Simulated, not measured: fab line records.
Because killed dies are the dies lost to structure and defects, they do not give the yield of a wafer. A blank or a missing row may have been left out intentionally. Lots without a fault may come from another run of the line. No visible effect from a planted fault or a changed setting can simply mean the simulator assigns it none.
fab line records + flow nand-harc
record
- lots=14
- wafers=42
- last-day=33
route steps=1302 shown A_CHANNEL_FILL_D1@509 A_ONON_D2@551 END@1302
lots that met no fault: from a run of the same line without faults
start-h: hours from the record's opening day to when the first of the lot's shown wafers began + wait-h: hours elapsed since this lot's preceding step + " as in the row above + L1.1+2: one row covering several wafers at once + - value missing, or start not given + * or withheld: withheld + < > ~ a bound
route shown NAME@n: names a module that has steps shown in the file, with the first one's number in the route + usual: mean/standard deviation taken from wafers without a fault + same: alike in all rows + chamber/n: place in a boat + sites: readings site by site + _std_site: their standard deviation + _edge_site: outer sites' mean less inner sites' + radius-mm: for every site, how far away it sits from the centre of the wafer + mask NAME#n: copy n + behind: tool/chamber where the wafer was last shaped + hold: the reason the lot was held/the length of the hold in hours/how it ended + device: transistor that didn't switch, given as n, p or np + end of line: tests run on the same wafers once the route is complete + a step without rows: its recipe alone + killed: at the first sort, the dies lost to defects and structure; wafer yield is something else + map: dies across one wafer; x = killed, . = not, _ = none there
set.NAME: setting as actually run; set.NAME@STEP: the setting as run at that earlier step + model.NAME: the simulator's own value behind a step, which no gauge read
route steps across a sampled set of lots; one table per step, one row per wafer
services: from which hour (start-h, from the record's first day; less than 0 if before it) a tool's chamber was out of use, for how many hours, and why
## steps
# step NHARC_A_CHANNEL_FILL_D1_STRIP_29
# recipe
- time-s=20
- o2-flow-sccm=500
- ar-flow-sccm=0
- bias-w=0
- chemistry=O2
# usual
- drypump-motor-current-A=5.7/0.42
- oes-product-au=1.003/0.015
- rf-vpp-V=57.8/0.84
- showerhead-plenum-p-Torr=3.54/0.099
- throttle-valve-pct=17.037/0.0086
| lot.wafer | tool        | chamber | start-h | wait-h | drypump-motor-current-A | oes-product-au | rf-hours-counter-h | rf-vpp-V | showerhead-plenum-p-Torr | throttle-valve-pct |
|-----------|-------------|---------|---------|--------|-------------------------|----------------|--------------------|----------|--------------------------|--------------------|
| L576.1    | rie-diel-10 | 2       | -       | -      | 5.7                     | 0.989          | 5.7                | 57.4     | 3.42                     | 17.024             |
| L576.3    | "           | 3       | "       | "      | 6.3                     | 0.993          | 6.5                | 58.2     | 3.69                     | 17.041             |
| L576.5    | "           | 3       | "       | "      | 6.4                     | 0.995          | -                  | 58.2     | 3.69                     | 17.039             |
| L578.3    | rie-diel-10 | 0       | -       | -      | 5.6                     | 1.011          | 0.0                | 57.1     | 3.63                     | 17.035             |
| L578.1    | "           | 1       | "       | "      | 5.4                     | 0.990          | 0.1                | 57.0     | 3.49                     | 17.033             |
| L578.4    | "           | 3       | "       | "      | 6.4                     | 0.993          | 0.0                | 57.6     | 3.69                     | 17.041             |
| L579.1    | rie-diel-10 | 3       | -       | -      | 6.4                     | 0.989          | 1.8                | 57.8     | 3.68                     | 17.035             |
| L579.2    | "           | 1       | "       | "      | 5.4                     | 0.996          | 1.8                | 56.5     | 3.49                     | 17.039             |
| L579.6    | "           | 3       | "       | "      | 6.4                     | 0.995          | -                  | 57.1     | 3.68                     | 17.041             |
| L581.3    | rie-diel-10 | 3       | -       | -      | 6.4                     | 1.002          | 2.8                | 58.6     | 3.68                     | 17.020             |
| L581.6    | "           | 3       | "       | "      | 6.4                     | 1.004          | -                  | 57.5     | 3.68                     | 17.033             |
| L581.5    | "           | 0       | "       | "      | 5.6                     | 1.000          | -                  | 57.3     | 3.63                     | 17.034             |
| L588.1    | rie-diel-10 | 2       | -       | -      | 5.7                     | 1.009          | 4.3                | 57.3     | 3.41                     | 17.036             |
| L588.4    | "           | 3       | "       | "      | 6.4                     | 0.991          | 5.3                | 58.8     | 3.68                     | 17.053             |
| L588.3    | "           | 1       | "       | "      | 5.4                     | 0.999          | 4.5                | 57.9     | 3.49                     | 17.047             |
| L589.2    | rie-diel-07 | 3       | -       | -      | 5.3                     | 1.025          | 3.3                | 56.6     | 3.56                     | 17.029             |
| L589.1    | "           | 2       | "       | "      | 5.9                     | 1.006          | 3.3                | 56.1     | 3.49                     | 17.037             |
| L589.6    | "           | 3       | "       | "      | 5.4                     | 1.035          | -                  | 58.3     | 3.56                     | 17.041             |
| L590.1    | rie-diel-07 | 1       | -       | -      | 5.2                     | 0.984          | 5.7                | 57.7     | 3.52                     | 17.037             |
| L590.3    | "           | 2       | "       | "      | 5.9                     | 0.993          | 5.8                | 57.2     | 3.49                     | 17.033             |
| L590.5    | "           | 1       | "       | "      | 5.3                     | 0.987          | -                  | 58.1     | 3.52                     | 17.044             |
| L592.1    | rie-diel-07 | 2       | -       | -      | 5.9                     | 0.998          | 6.2                | 57.8     | 3.49                     | 17.030             |
| L592.4    | "           | 3       | "       | "      | 5.3                     | 1.029          | 6.4                | 56.6     | 3.56                     | 17.039             |
| L592.2    | "           | 1       | "       | "      | 5.2                     | 0.987          | 6.1                | 57.8     | 3.52                     | 17.041             |
| L594.4    | rie-diel-11 | 1       | -       | -      | 4.9                     | 0.999          | 7.7                | 56.9     | 3.63                     | 17.054             |
| L594.6    | "           | 1       | "       | "      | 4.9                     | 0.998          | -                  | 59.8     | 3.63                     | 17.038             |
| L594.5    | "           | 2       | "       | "      | 6.6                     | 0.997          | -                  | 58.7     | 3.45                     | 17.023             |
| L596.1    | rie-diel-11 | 3       | -       | -      | 5.5                     | 1.002          | 8.4                | 58.6     | 3.74                     | 17.039             |
| L596.4    | "           | 1       | "       | "      | 4.9                     | 1.004          | 9.3                | 57.0     | 3.63                     | 17.032             |
| L596.5    | "           | 3       | "       | "      | 5.5                     | 1.013          | -                  | 58.4     | 3.74                     | 17.033             |
| L595.4    | rie-diel-07 | 3       | -       | -      | 5.3                     | 1.037          | 7.2                | 58.3     | 3.56                     | 17.031             |
| L595.1    | "           | 2       | "       | "      | 5.9                     | 1.001          | 7.3                | 57.4     | 3.49                     | 17.035             |
| L595.5    | "           | 3       | "       | "      | 5.4                     | 1.025          | -                  | 56.8     | 3.56                     | 17.040             |
| L597.1    | rie-diel-07 | 3       | -       | -      | 5.4                     | 1.034          | 8.3                | 56.6     | 3.56                     | 17.036             |
| L597.3    | "           | 1       | "       | "      | 5.2                     | 0.990          | 8.7                | 59.4     | 3.52                     | 17.034             |
| L597.5    | "           | 2       | "       | "      | 5.9                     | 0.987          | -                  | 57.4     | 3.49                     | 17.043             |
| L598.1    | rie-diel-11 | 3       | -       | -      | 5.5                     | 1.015          | 0.5                | 59.7     | 3.74                     | 17.028             |
| L598.4    | "           | 1       | "       | "      | 4.9                     | 0.969          | 1.0                | 59.1     | 3.63                     | 17.031             |
| L598.6    | "           | 0       | "       | "      | 5.6                     | 0.985          | -                  | 57.4     | 3.55                     | 17.037             |
| L599.4    | rie-diel-07 | 2       | -       | -      | 5.9                     | 0.984          | 10.6               | 58.4     | 3.49                     | 17.039             |
| L599.3    | "           | 3       | "       | "      | 5.3                     | 1.046          | 10.2               | 57.8     | 3.56                     | 17.052             |
| L599.1    | "           | 0       | "       | "      | 6.0                     | 0.996          | 10.6               | 57.4     | 3.38                     | 17.039             |
# step NHARC_A_ONON_D2_DEP_09
# recipe
- target-thk-a=10000
- n2-flow-sccm=2750
- n2o-flow-sccm=2000
- nh3-flow-sccm=500
- sih4-flow-sccm=210
- temp-c=400
| lot.wafer  | tool          | chamber | start-h | wait-h |
|------------|---------------|---------|---------|--------|
| L576.1+3+5 | pecvd-onon-01 | 0       | 263.39  | 0.1    |
| L578.1+3+4 | pecvd-onon-01 | 0       | 300.06  | 0.1    |
| L579.1+2+6 | pecvd-onon-01 | 0       | 326.66  | 0.1    |
| L581.3+5+6 | pecvd-onon-03 | 0       | 342.01  | 0.2    |
| L588.1+3+4 | pecvd-onon-03 | 0       | 404.00  | 0.1    |
| L589.1+2+6 | pecvd-onon-01 | 0       | 404.00  | 0.1    |
| L592.1+2+4 | pecvd-onon-01 | 0       | 441.26  | 0.1    |
| L590.1+3+5 | pecvd-onon-03 | 0       | 441.35  | 0.1    |
| L594.4+5+6 | pecvd-onon-02 | 0       | 453.60  | 0.2    |
| L595.1+4+5 | pecvd-onon-02 | 0       | 469.37  | 0.1    |
| L596.1+4+5 | pecvd-onon-03 | 0       | 469.38  | 0.1    |
| L597.1+3+5 | pecvd-onon-03 | 0       | 482.01  | 0.1    |
| L598.1+4+6 | pecvd-onon-03 | 0       | 489.55  | 0.1    |
| L599.1+3+4 | pecvd-onon-03 | 0       | 516.97  | 0.1    |
# step NHARC_A_ONON_D2_THK_MEAS_11
# recipe
- thk-meas-gauge=ellipsometry
# usual
- thk-nm=1001/7.9
| lot.wafer | tool          | chamber | start-h | wait-h | thk-nm |
|-----------|---------------|---------|---------|--------|--------|
| L576.1    | film-metro-01 | -       | 263.90  | -      | 1000   |
| L576.3    | "             | -       | "       | "      | 1003   |
| L576.5    | "             | -       | "       | "      | 1003   |
| L578.1    | film-metro-02 | -       | 300.57  | -      | 385    |
| L578.3    | "             | -       | "       | "      | 385    |
| L578.4    | "             | -       | "       | "      | 383    |
| L579.1    | film-metro-01 | -       | 327.19  | -      | 378    |
| L579.2    | "             | -       | "       | "      | 381    |
| L579.6    | "             | -       | "       | "      | 380    |
| L581.3    | film-metro-01 | -       | 342.41  | -      | 996    |
| L581.5    | "             | -       | "       | "      | 998    |
| L581.6    | "             | -       | "       | "      | 995    |
| L588.1    | film-metro-01 | -       | 404.51  | -      | 997    |
| L588.3    | "             | -       | "       | "      | 996    |
| L588.4    | "             | -       | "       | "      | 994    |
| L589.1    | film-metro-02 | -       | 404.52  | -      | 1000   |
| L589.2    | "             | -       | "       | "      | 1000   |
| L589.6    | "             | -       | "       | "      | 999    |
| L592.1    | film-metro-02 | -       | 441.77  | -      | 1009   |
| L592.2    | "             | -       | "       | "      | 1006   |
| L592.4    | "             | -       | "       | "      | 1007   |
| L590.1    | film-metro-01 | -       | 441.86  | -      | 994    |
| L590.3    | "             | -       | "       | "      | 995    |
| L590.5    | "             | -       | "       | "      | 992    |
| L594.4    | film-metro-01 | -       | 453.94  | -      | 1010   |
| L594.5    | "             | -       | "       | "      | 1008   |
| L594.6    | "             | -       | "       | "      | 1009   |
| L595.1    | film-metro-02 | -       | 469.88  | -      | 990    |
| L595.4    | "             | -       | "       | "      | 991    |
| L595.5    | "             | -       | "       | "      | 991    |
| L596.1    | film-metro-01 | -       | 469.89  | -      | 997    |
| L596.4    | "             | -       | "       | "      | 997    |
| L596.5    | "             | -       | "       | "      | 997    |
| L597.1    | film-metro-01 | -       | 482.52  | -      | 987    |
| L597.3    | "             | -       | "       | "      | 987    |
| L597.5    | "             | -       | "       | "      | 987    |
| L598.1    | film-metro-01 | -       | 490.06  | -      | 1009   |
| L598.4    | "             | -       | "       | "      | 1007   |
| L598.6    | "             | -       | "       | "      | 1009   |
| L599.1    | film-metro-01 | -       | 517.48  | -      | 1017   |
| L599.3    | "             | -       | "       | "      | 1019   |
| L599.4    | "             | -       | "       | "      | 1019   |
# step NHARC_END_SORT_01
# recipe
- temp-c=25
# usual
- killed-at-array=64/20
- killed-at-other=0.7/1.1
- killed-at-periphery=3.6/2.7
- killed-dies=68/20
- killed-open=2.8/1.9
- killed-short=2.3/1.5
# same
- gross-dies=677
| lot.wafer | tool      | chamber | start-h | wait-h | killed-at-array | killed-at-other | killed-at-periphery | killed-dies | killed-open | killed-short |
|-----------|-----------|---------|---------|--------|-----------------|-----------------|---------------------|-------------|-------------|--------------|
| L578.1    | prober-02 | 0       | 571.61  | 2.5    | 673             | 0               | 4                   | 677         | 1           | 4            |
| L578.3    | prober-02 | 0       | 573.21  | 3.1    | 675             | 0               | 2                   | 677         | 1           | 1            |
| L578.4    | prober-02 | 0       | 574.01  | 3.4    | 676             | 0               | 1                   | 677         | 2           | 2            |
| L579.1    | prober-02 | 0       | 610.81  | 2.5    | 675             | 0               | 2                   | 677         | 2           | 1            |
| L579.2    | prober-02 | 0       | 611.63  | 2.8    | 673             | 0               | 4                   | 677         | 4           | 1            |
| L579.6    | prober-02 | 0       | 614.87  | 4.1    | 673             | 0               | 4                   | 677         | 0           | 6            |
# killed by level:class
L578.1 A_ONON_D2:area-dep=609 A_CHANNEL_HOLE_D1:chamber-film-flake=28 A_CHANNEL_HOLE_D2:chamber-film-flake=21 A_CHANNEL_FILL_D1:chamber-film-flake=5 A_STAIRCASE:chamber-film-flake=3 A_CONTACT:chamber-film-flake=3 P_CONTACT:geometric-particle:short=1 P_M0:geometric-particle:short=1
L578.3 A_ONON_D2:area-dep=600 A_CHANNEL_HOLE_D2:chamber-film-flake=42 A_CHANNEL_HOLE_D1:chamber-film-flake=27 A_CHANNEL_FILL_D1:chamber-film-flake=3 P_M0:chamber-film-flake=2 A_CHANNEL_FILL_D1:geometric-particle:short=1 A_M0:geometric-particle:open=1 A_CONTACT:chamber-film-flake=1
L578.4 A_ONON_D2:area-dep=603 A_CHANNEL_HOLE_D2:chamber-film-flake=32 A_CHANNEL_HOLE_D1:chamber-film-flake=29 A_CONTACT:chamber-film-flake=4 A_CHANNEL_FILL_D1:chamber-film-flake=2 A_ONON_D2:geometric-particle:short=1 A_ONON_D2:geometric-particle:open=1 A_CHANNEL_HOLE_D2:geometric-particle:short=1
L579.1 A_ONON_D2:area-dep=621 A_CHANNEL_HOLE_D2:chamber-film-flake=37 A_STAIRCASE:chamber-film-flake=4 A_CONTACT:chamber-film-flake=4 A_M1:chamber-film-flake=3 A_CHANNEL_HOLE_D1:chamber-film-flake=2 A_SGD_CUT:chamber-film-flake=2 P_CONTACT:geometric-particle:open=1
L579.2 A_ONON_D2:area-dep=626 A_CHANNEL_HOLE_D2:chamber-film-flake=33 A_SGD_CUT:chamber-film-flake=4 A_STAIRCASE:chamber-film-flake=3 P_ZERO_WELL:chamber-film-flake=2 A_CHANNEL_HOLE_D1:chamber-film-flake=2 P_CONTACT:geometric-particle:open=1 P_M0:geometric-particle:open=1
L579.6 A_ONON_D2:area-dep=613 A_CHANNEL_HOLE_D2:chamber-film-flake=37 A_SGD_CUT:chamber-film-flake=7 A_STAIRCASE:chamber-film-flake=5 A_M1:chamber-film-flake=3 P_ZERO_WELL:chamber-film-flake=2 A_CONTACT:chamber-film-flake=2 P_BONDPAD:geometric-particle:short=1
## services
| tool          | chamber | start-h | hours | kind   |
|---------------|---------|---------|-------|--------|
| rie-diel-07   | 2       | 201.02  | 44.1  | repair |
| pecvd-onon-03 | -       | 227.19  | 13.0  | pm     |
| rie-diel-10   | -       | 229.64  | 0.7   | repair |
| rie-diel-10   | 1       | 231.08  | 2.6   | repair |
| rie-diel-07   | -       | 236.83  | 2.5   | repair |
| rie-diel-11   | 3       | 240.03  | 13.1  | repair |
| rie-diel-10   | -       | 242.50  | 9.0   | pm     |
| rie-diel-07   | 0       | 247.78  | 4.4   | repair |
| rie-diel-11   | 0       | 249.90  | 33.1  | repair |
| rie-diel-11   | -       | 255.50  | 9.0   | pm     |
| rie-diel-10   | -       | 264.79  | 0.2   | repair |
| pecvd-onon-01 | -       | 269.34  | 13.0  | pm     |
| rie-diel-07   | -       | 294.20  | 9.0   | pm     |
| pecvd-onon-03 | -       | 296.34  | 9.2   | repair |
| rie-diel-07   | 1       | 304.01  | 7.1   | repair |
| pecvd-onon-03 | -       | 361.72  | 3.8   | repair |
| rie-diel-11   | 1       | 392.60  | 3.8   | repair |
| pecvd-onon-03 | -       | 408.19  | 13.0  | pm     |
| rie-diel-10   | -       | 419.50  | 9.0   | pm     |
| rie-diel-11   | -       | 432.50  | 9.0   | pm     |
| pecvd-onon-01 | -       | 450.45  | 13.0  | pm     |
| rie-diel-07   | -       | 471.20  | 9.0   | pm     |
| rie-diel-11   | 2       | 472.17  | 13.9  | repair |
| rie-diel-11   | -       | 498.38  | 18.5  | repair |
## key
first-sign
- step=NHARC_A_ONON_D2_THK_MEAS_11
- reading=thk-nm
- direction=down
- sigmas=78
- usual=1001
- struck=382
effect
- step=NHARC_END_SORT_01
- reading=killed-dies
- direction=up
- sigmas=31
- usual=68
- struck=677
more-kills-born-at
- NHARC_A_ONON_D2_DEP_09@pecvd-onon-01=3672
met-at NHARC_A_ONON_D2_DEP_09
struck-lots L578,L579
later-rows-left-out L578.1,L578.3,L578.4,L579.1,L579.2,L579.6
tester-left-out L578,L579
not-acting-at NHARC_A_CHANNEL_FILL_D1_STRIP_29
onset-between 263.39 300.06
fault
- kind=process-parameter-drift
- tool=pecvd-onon-01
- chamber=-
- onset-h=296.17
- steps=NHARC_A_ONON_D2_DEP_09
- channel=target-thk-a
- offset=*
- shape=step
- end-h=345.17
- acts-in=*
- stated=*
# tester-left-out: of these lots the tester's yield and bins aren't shown, on N5 and GAA mostly nor the transistor test; their killed dies are dies lost to structure and defects alone, not to doping, threshold or leakage, so they don't give the yield
# later-rows-left-out: the simulator's readings of these wafers behind a module that went badly wrong aren't trusted and aren't shown, but for the sort
